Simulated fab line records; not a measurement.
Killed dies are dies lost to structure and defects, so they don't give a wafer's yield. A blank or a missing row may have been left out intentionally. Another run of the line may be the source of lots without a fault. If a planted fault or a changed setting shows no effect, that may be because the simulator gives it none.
Which tool is to blame? || flow nand_harc || 13 lots, 39 wafers sampled, at 6 steps of a route of 1302

== WHAT EACH GAUGE READ, for each wafer ==
NHARC_A_ONON_D1_THK_MEAS_18: measures by ellipsometry.
{"lot": "L903", "measured": "day 8 08:06", "on": "film_metro-02", "thk_nm (nm)": "1002 1004 1004"}
{"lot": "L907", "measured": "day 10 05:54", "on": "film_metro-02", "thk_nm (nm)": "1010 1008 1010"}
{"lot": "L909", "measured": "day 11 02:48", "on": "film_metro-02", "thk_nm (nm)": "994 994 993"}
{"lot": "L910", "measured": "day 11 17:55", "on": "film_metro-01", "thk_nm (nm)": "1006 1005 1007"}
{"lot": "L911", "measured": "day 12 02:01", "on": "film_metro-02", "thk_nm (nm)": "1008 1008 1009"}
{"lot": "L912", "measured": "day 12 11:37", "on": "film_metro-01", "thk_nm (nm)": "1016 1014 1013"}
{"lot": "L913", "measured": "day 12 21:46", "on": "film_metro-01", "thk_nm (nm)": "1001 1000 999"}
{"lot": "L915", "measured": "day 14 07:58", "on": "film_metro-01", "thk_nm (nm)": "1001 999 998"}
{"lot": "L917", "measured": "day 14 07:59", "on": "film_metro-02", "thk_nm (nm)": "1006 1005 1004"}
{"lot": "L920", "measured": "day 15 18:36", "on": "film_metro-02", "thk_nm (nm)": "1459 1458 1458 1459 1459 1458"}
{"lot": "L921", "measured": "day 15 22:24", "on": "film_metro-02", "thk_nm (nm)": "1003 1003 1003"}
{"lot": "L923", "measured": "day 16 18:41", "on": "film_metro-02", "thk_nm (nm)": "996 997 998"}
{"lot": "L925", "measured": "day 17 09:53", "on": "film_metro-02", "thk_nm (nm)": "1448 1448 1449 1448 1448 1447"}

NHARC_A_ONON_D1_THK_MEAS_21: measures by ellipsometry.
{"lot": "L903", "measured": "day 8 08:40", "on": "film_metro-01", "thk_nm (nm)": "1005 1004 1005"}
{"lot": "L907", "measured": "day 10 06:28", "on": "film_metro-02", "thk_nm (nm)": "1011 1008 1009"}
{"lot": "L909", "measured": "day 11 03:22", "on": "film_metro-02", "thk_nm (nm)": "993 992 992"}
{"lot": "L910", "measured": "day 11 18:29", "on": "film_metro-01", "thk_nm (nm)": "1005 1004 1007"}
{"lot": "L911", "measured": "day 12 02:35", "on": "film_metro-01", "thk_nm (nm)": "1003 1001 1002"}
{"lot": "L912", "measured": "day 12 12:19", "on": "film_metro-01", "thk_nm (nm)": "999 998 997"}
{"lot": "L913", "measured": "day 12 22:19", "on": "film_metro-01", "thk_nm (nm)": "1003 1004 1004"}
{"lot": "L915", "measured": "day 14 08:32", "on": "film_metro-02", "thk_nm (nm)": "1001 1002 1002"}
{"lot": "L917", "measured": "day 14 08:32", "on": "film_metro-01", "thk_nm (nm)": "1009 1009 1007"}
{"lot": "L921", "measured": "day 15 22:58", "on": "film_metro-01", "thk_nm (nm)": "1002 1002 1000"}
{"lot": "L923", "measured": "day 16 19:16", "on": "film_metro-02", "thk_nm (nm)": "1004 1004 1003"}

NHARC_A_ONON_D1_THK_MEAS_24: measures by ellipsometry.
{"lot": "L903", "measured": "day 8 09:14", "on": "film_metro-02", "thk_nm (nm)": "979 977 980"}
{"lot": "L907", "measured": "day 10 07:02", "on": "film_metro-01", "thk_nm (nm)": "1014 1016 1015"}
{"lot": "L909", "measured": "day 11 03:56", "on": "film_metro-02", "thk_nm (nm)": "1006 1005 1005"}
{"lot": "L910", "measured": "day 11 19:03", "on": "film_metro-01", "thk_nm (nm)": "1000 998 999"}
{"lot": "L911", "measured": "day 12 03:09", "on": "film_metro-02", "thk_nm (nm)": "1006 1005 1006"}
{"lot": "L912", "measured": "day 12 13:01", "on": "film_metro-02", "thk_nm (nm)": "1007 1008 1007"}
{"lot": "L913", "measured": "day 12 22:53", "on": "film_metro-02", "thk_nm (nm)": "985 984 984"}
{"lot": "L915", "measured": "day 14 09:07", "on": "film_metro-02", "thk_nm (nm)": "1004 1004 1002"}
{"lot": "L917", "measured": "day 14 09:07", "on": "film_metro-01", "thk_nm (nm)": "994 995 996"}
{"lot": "L921", "measured": "day 15 23:32", "on": "film_metro-01", "thk_nm (nm)": "992 991 990"}
{"lot": "L923", "measured": "day 16 19:49", "on": "film_metro-01", "thk_nm (nm)": "1013 1012 1012"}

NHARC_END_SORT_01.
{"lot": "L903", "measured": "day 25 09:16", "on": "prober-02", "defect_limited_yield (%)": "91.4 90.7 92.6", "killed_at_array": "55 53 43", "killed_at_other": "0 0 0", "killed_at_periphery": "3 10 7", "killed_dies": "58 63 50", "killed_open": "3 7 6", "killed_short": "2 4 5"}
{"lot": "L907", "measured": "day 27 01:37", "on": "prober-02", "defect_limited_yield (%)": "90.4 87.9 88.5", "killed_at_array": "56 75 67", "killed_at_other": "1 0 3", "killed_at_periphery": "8 7 8", "killed_dies": "65 82 78", "killed_open": "5 8 4", "killed_short": "0 1 1"}
{"lot": "L909", "measured": "day 27 13:49", "on": "prober-02", "defect_limited_yield (%)": 91.0, "killed_at_array": 56, "killed_at_other": 0, "killed_at_periphery": 5, "killed_dies": 61, "killed_open": 2, "killed_short": 2}
{"lot": "L910", "measured": "day 28 16:02", "on": "prober-01", "defect_limited_yield (%)": "86.3 85.7 85.4", "killed_at_array": "75 84 85", "killed_at_other": "8 2 7", "killed_at_periphery": "10 11 7", "killed_dies": "93 97 99", "killed_open": "2 4 3", "killed_short": "2 5 1"}
{"lot": "L911", "measured": "day 29 08:00", "on": "prober-02", "defect_limited_yield (%)": "90.7 91.1", "killed_at_array": "60 57", "killed_at_other": "0 0", "killed_at_periphery": "3 3", "killed_dies": "63 60", "killed_open": "4 4", "killed_short": "0 1"}
{"lot": "L912", "measured": "day 28 23:19", "on": "prober-01", "defect_limited_yield (%)": "92.0 90.0 90.4", "killed_at_array": "45 62 53", "killed_at_other": "1 0 1", "killed_at_periphery": "8 6 11", "killed_dies": "54 68 65", "killed_open": "3 5 4", "killed_short": "3 2 5"}
{"lot": "L913", "measured": "day 29 06:20", "on": "prober-01", "defect_limited_yield (%)": "93.9 92.8 92.6", "killed_at_array": "40 48 49", "killed_at_other": "1 0 0", "killed_at_periphery": "0 1 1", "killed_dies": "41 49 50", "killed_open": "1 5 4", "killed_short": "2 0 2"}

== WHAT TOOL EACH LOT RAN ON (gives the tool, then ch and the chambers of the sampled wafers, and finally the start) ==
{"lot": "L903", "NHARC_A_ZERO_WELL_ETCH_13": "rie_si-05 ch 0,1, day 6 21:16", "NHARC_A_ONON_D1_DEP_16": "pecvd_onon-02 ch 0, day 8 07:35"}
{"lot": "L907", "NHARC_A_ZERO_WELL_ETCH_13": "rie_si-06 ch 1,2, day 8 20:32", "NHARC_A_ONON_D1_DEP_16": "pecvd_onon-01 ch 0, day 10 05:23"}
{"lot": "L909", "NHARC_A_ZERO_WELL_ETCH_13": "rie_si-06 ch 0,1,3, day 9 18:00", "NHARC_A_ONON_D1_DEP_16": "pecvd_onon-03 ch 0, day 11 02:21"}
{"lot": "L910", "NHARC_A_ZERO_WELL_ETCH_13": "rie_si-06 ch 2,3, day 10 08:43", "NHARC_A_ONON_D1_DEP_16": "pecvd_onon-02 ch 0, day 11 17:31"}
{"lot": "L911", "NHARC_A_ZERO_WELL_ETCH_13": "rie_si-05 ch 0,1,2, day 10 16:59", "NHARC_A_ONON_D1_DEP_16": "pecvd_onon-01 ch 0, day 12 01:30"}
{"lot": "L912", "NHARC_A_ZERO_WELL_ETCH_13": "rie_si-05 ch 0,1,2, day 11 03:13", "NHARC_A_ONON_D1_DEP_16": "pecvd_onon-02 ch 0, day 12 11:10"}
{"lot": "L913", "NHARC_A_ZERO_WELL_ETCH_13": "rie_si-04 ch 1,2,3, day 11 12:29", "NHARC_A_ONON_D1_DEP_16": "pecvd_onon-02 ch 0, day 12 21:15"}
{"lot": "L915", "NHARC_A_ZERO_WELL_ETCH_13": "rie_si-04 ch 0,1,2, day 12 21:47", "NHARC_A_ONON_D1_DEP_16": "pecvd_onon-02 ch 0, day 14 07:35"}
{"lot": "L917", "NHARC_A_ZERO_WELL_ETCH_13": "rie_si-05 ch 0,3, day 12 22:33", "NHARC_A_ONON_D1_DEP_16": "pecvd_onon-01 ch 0, day 14 07:28"}
{"lot": "L920", "NHARC_A_ZERO_WELL_ETCH_13": "rie_si-06 ch 1,2,3, day 14 10:38", "NHARC_A_ONON_D1_DEP_16": "pecvd_onon-02 ch 0, day 15 18:16"}
{"lot": "L921", "NHARC_A_ZERO_WELL_ETCH_13": "rie_si-06 ch 0,1,2, day 14 14:47", "NHARC_A_ONON_D1_DEP_16": "pecvd_onon-03 ch 0, day 15 22:00"}
{"lot": "L923", "NHARC_A_ZERO_WELL_ETCH_13": "rie_si-05 ch 0,1,3, day 15 11:05", "NHARC_A_ONON_D1_DEP_16": "pecvd_onon-03 ch 0, day 16 18:14"}
{"lot": "L925", "NHARC_A_ZERO_WELL_ETCH_13": "rie_si-04 ch 0,1, day 16 03:40", "NHARC_A_ONON_D1_DEP_16": "pecvd_onon-02 ch 0, day 17 09:25"}
- NHARC_A_ZERO_WELL_ETCH_13: etches the open film in HBr/Cl2, target depth 120 nm, time 40.1 s.
- NHARC_A_ONON_D1_DEP_16: target thk 1000 nm.

== AS READ BY THE TOOLS THEMSELVES (means over the sampled wafers that have a number; for cases with no such wafer, the mark the record gives instead) ==
NHARC_A_ZERO_WELL_ETCH_13.
{"lot": "L903", "tool": "rie_si-05", "drypump_motor_current_A (A)": 5.3, "oes_product_au (a.u.)": 0.996, "rf_fwd_power_W (W)": 394.0, "throttle_valve_pct (%)": 26.411}
{"lot": "L907", "tool": "rie_si-06", "drypump_motor_current_A (A)": 5.6, "oes_product_au (a.u.)": 0.995, "rf_fwd_power_W (W)": 396.0, "throttle_valve_pct (%)": 26.412}
{"lot": "L909", "tool": "rie_si-06", "drypump_motor_current_A (A)": 5.7, "oes_product_au (a.u.)": 1.008, "rf_fwd_power_W (W)": 394.9, "throttle_valve_pct (%)": 26.402}
{"lot": "L910", "tool": "rie_si-06", "drypump_motor_current_A (A)": 5.5, "oes_product_au (a.u.)": 0.999, "rf_fwd_power_W (W)": 395.0, "throttle_valve_pct (%)": 26.402}
{"lot": "L911", "tool": "rie_si-05", "drypump_motor_current_A (A)": 5.4, "oes_product_au (a.u.)": 1.000, "rf_fwd_power_W (W)": 396.6, "throttle_valve_pct (%)": 26.397}
{"lot": "L912", "tool": "rie_si-05", "drypump_motor_current_A (A)": 5.4, "oes_product_au (a.u.)": 0.997, "rf_fwd_power_W (W)": 395.9, "throttle_valve_pct (%)": 26.401}
{"lot": "L913", "tool": "rie_si-04", "drypump_motor_current_A (A)": 5.5, "oes_product_au (a.u.)": 0.994, "rf_fwd_power_W (W)": 396.1, "throttle_valve_pct (%)": 26.406}
{"lot": "L915", "tool": "rie_si-04", "drypump_motor_current_A (A)": 5.7, "oes_product_au (a.u.)": 1.001, "rf_fwd_power_W (W)": 395.3, "throttle_valve_pct (%)": 26.416}
{"lot": "L917", "tool": "rie_si-05", "drypump_motor_current_A (A)": 5.7, "oes_product_au (a.u.)": 0.999, "rf_fwd_power_W (W)": 394.7, "throttle_valve_pct (%)": 26.409}
{"lot": "L920", "tool": "rie_si-06", "drypump_motor_current_A (A)": 5.7, "oes_product_au (a.u.)": 1.008, "rf_fwd_power_W (W)": 395.3, "throttle_valve_pct (%)": 26.399}
{"lot": "L921", "tool": "rie_si-06", "drypump_motor_current_A (A)": 5.6, "oes_product_au (a.u.)": 0.999, "rf_fwd_power_W (W)": 393.0, "throttle_valve_pct (%)": 26.403}
{"lot": "L923", "tool": "rie_si-05", "drypump_motor_current_A (A)": 5.5, "oes_product_au (a.u.)": 1.010, "rf_fwd_power_W (W)": 395.6, "throttle_valve_pct (%)": 26.396}
{"lot": "L925", "tool": "rie_si-04", "drypump_motor_current_A (A)": 5.8, "oes_product_au (a.u.)": 1.000, "rf_fwd_power_W (W)": 393.0, "throttle_valve_pct (%)": 26.401}

NHARC_A_ONON_D1_DEP_16.
{"lot": "L903", "tool": "pecvd_onon-02", "n2_flow_sccm (sccm)": 2746}
{"lot": "L907", "tool": "pecvd_onon-01", "n2_flow_sccm (sccm)": 2753}
{"lot": "L909", "tool": "pecvd_onon-03", "n2_flow_sccm (sccm)": 2754}
{"lot": "L910", "tool": "pecvd_onon-02", "n2_flow_sccm (sccm)": 2750}
{"lot": "L911", "tool": "pecvd_onon-01", "n2_flow_sccm (sccm)": 2747}
{"lot": "L912", "tool": "pecvd_onon-02", "n2_flow_sccm (sccm)": 2746}
{"lot": "L913", "tool": "pecvd_onon-02", "n2_flow_sccm (sccm)": 2739}
{"lot": "L915", "tool": "pecvd_onon-02", "n2_flow_sccm (sccm)": 2751}
{"lot": "L917", "tool": "pecvd_onon-01", "n2_flow_sccm (sccm)": 2755}
{"lot": "L920", "tool": "pecvd_onon-02", "n2_flow_sccm (sccm)": 2745}
{"lot": "L921", "tool": "pecvd_onon-03", "n2_flow_sccm (sccm)": 2756}
{"lot": "L923", "tool": "pecvd_onon-03", "n2_flow_sccm (sccm)": 2749}
{"lot": "L925", "tool": "pecvd_onon-02", "n2_flow_sccm (sccm)": 2750}

== THE ANSWER, worked out from the rows above alone ==
Rule: the usual values come from the lots themselves. Put in order of their means at a reading, lots are off if they are a third of the lots or fewer, leave a main group of 4 or more, and stand apart from it by a gap of 3 or more times the standard deviation of the main group's means; of several such gaps the widest counts. A main group whose means are all the same, to the digits that the tables above print for the reading, isn't used. Also off: a lot with no number at a reading for which 4 or more lots have one. Any other lot the step has rows for is counted as sound. Order of review: gauges by route order, followed by the tools' own readings, for which a lot's mean as printed above is used. The first step at which some lot is off is used, and at that step the reading that is off furthest; a lot without a number counts as furthest.
Off: L920, L925 (NHARC_A_ONON_D1_THK_MEAS_18, thk_nm). For the main group the mean is 1004 nm and the standard deviation 5.7.
If a tool, at a process step before that reading, ran all the lots that are off and no sound lot after the first of them, it fits. Those tools and the gauges at NHARC_A_ONON_D1_THK_MEAS_18 are tried in the same way. One fits: NHARC_A_ONON_D1_DEP_16 on pecvd_onon-02. A fault onset in the window from L915 (day 14 07:35, its last sound lot) to L920 (day 15 18:16, its first lot off) fits.

== WHAT THE SIMULATOR PUT IN ==
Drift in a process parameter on pecvd_onon-02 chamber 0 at NHARC_A_ONON_D1_DEP_16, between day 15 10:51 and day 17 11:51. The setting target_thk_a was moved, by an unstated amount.
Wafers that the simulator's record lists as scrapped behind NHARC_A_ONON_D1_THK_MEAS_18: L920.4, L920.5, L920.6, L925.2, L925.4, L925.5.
Shown lots that were struck: L920, L925. The rule above reached the same finding.
